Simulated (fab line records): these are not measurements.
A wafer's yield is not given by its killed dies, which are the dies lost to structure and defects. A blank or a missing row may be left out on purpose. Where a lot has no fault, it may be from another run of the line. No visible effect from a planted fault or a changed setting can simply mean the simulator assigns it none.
Chamber matching	flow n5-finfet	N5_BEOL_M5_ETCH_62 on rie-diel-01 has 4 sister chambers
The step etches SOC in N2/H2, target depth 75 nm, overetch 15 nm, time 112.5 s. 4 wafers are shown with their chamber, then 7 later ones without.

WAFERS PAIRED WITH THEIR CHAMBERS
wafer	chamber	drypump-motor-current-A (A)
L082.1	0	5.9
L082.3	3	6.3
L086.1	2	5.4
L086.2	1	5.5

WAFERS MISSING THEIR CHAMBER
wafer	drypump-motor-current-A (A)
L086.3	5.9
L089.1	5.4
L089.3	5.9
L089.6	5.5
L097.1	6.3
L097.3	5.4
L097.5	6.2

WHICH CHAMBER EACH ONE RAN IN
wafer	from the rows above	in truth
L086.3	0	0
L089.1	2	2
L089.3	0	0
L089.6	1	1
L097.1	3	3
L097.3	2	2
L097.5	3	3
Correctly placed: 7 of 7. Number that these rows cannot place: 0. Number placed wrongly: 0.
How it was worked out, from the rows above alone: a wafer's distance from a chamber is the root of the sum, over the readings, of the square of ((its reading less the chamber's mean) divided by the reading's scatter). If the next closest chamber is less than 2 further off than the closest, the wafer can't be placed; otherwise it belongs to the closest. The mean given for a chamber averages the wafers shown for that chamber. The scatter (one wafer shown for each chamber): square how far every hidden wafer sits from the nearest shown wafer, average those squares and take the square root.
